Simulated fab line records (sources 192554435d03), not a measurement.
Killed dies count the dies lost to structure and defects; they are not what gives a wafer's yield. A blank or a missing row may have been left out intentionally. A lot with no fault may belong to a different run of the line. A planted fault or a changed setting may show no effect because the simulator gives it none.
Matching of chambers + flow n5 finfet + N5_BEOL_M10_CURE_72 on uv cure-03 has 3 sister chambers
The step cures SiCOH lowk, time 120 s. 3 wafers are shown with their chamber, then 11 later ones without.

## WAFERS PAIRED WITH THEIR CHAMBERS
| wafer  | chamber | wafer_temp_C_max |
|--------|---------|------------------|
| L078.5 | 2       | 372.0            |
| L089.5 | 0       | 371.8            |
| L087.3 | 1       | 372.8            |

## WAFERS WITH NO CHAMBER GIVEN
| wafer  | wafer_temp_C_max |
|--------|------------------|
| L087.4 | 372.7            |
| L087.5 | 372.2            |
| L090.1 | 372.3            |
| L090.2 | 372.3            |
| L090.6 | 372.4            |
| L092.2 | 373.1            |
| L092.4 | 372.0            |
| L092.6 | 372.8            |
| L096.1 | 372.1            |
| L096.3 | 373.6            |
| L096.5 | 371.8            |

## EACH ONE'S CHAMBER
| wafer  | from the rows above          | in truth |
|--------|------------------------------|----------|
| L087.4 | can't be placed: 1 or 2      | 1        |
| L087.5 | can't be placed: 2 or 0 or 1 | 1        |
| L090.1 | can't be placed: 2 or 0 or 1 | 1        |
| L090.2 | can't be placed: 2 or 0 or 1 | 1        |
| L090.6 | can't be placed: 2 or 1 or 0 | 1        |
| L092.2 | 1                            | 1        |
| L092.4 | can't be placed: 2 or 0      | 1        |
| L092.6 | 1                            | 1        |
| L096.1 | can't be placed: 2 or 0 or 1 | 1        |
| L096.3 | 1                            | 1        |
| L096.5 | can't be placed: 0 or 2      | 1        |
Correctly placed: 3 of 11. These rows do not allow placing 8 (true chamber among the candidates in 6). Placed wrongly: 0.
How it was worked out, from the rows above alone: a wafer's distance from a chamber is the root of the sum, over the readings, of the square of ((its reading less the chamber's mean) divided by the reading's scatter). The wafer belongs to the nearest chamber; if the next one is less than 2 further off, it can't be placed. The mean given for a chamber averages the wafers shown for that chamber. The scatter: with one shown wafer a chamber, the root of the mean of the squares of how far each hidden wafer lies from its nearest shown one.
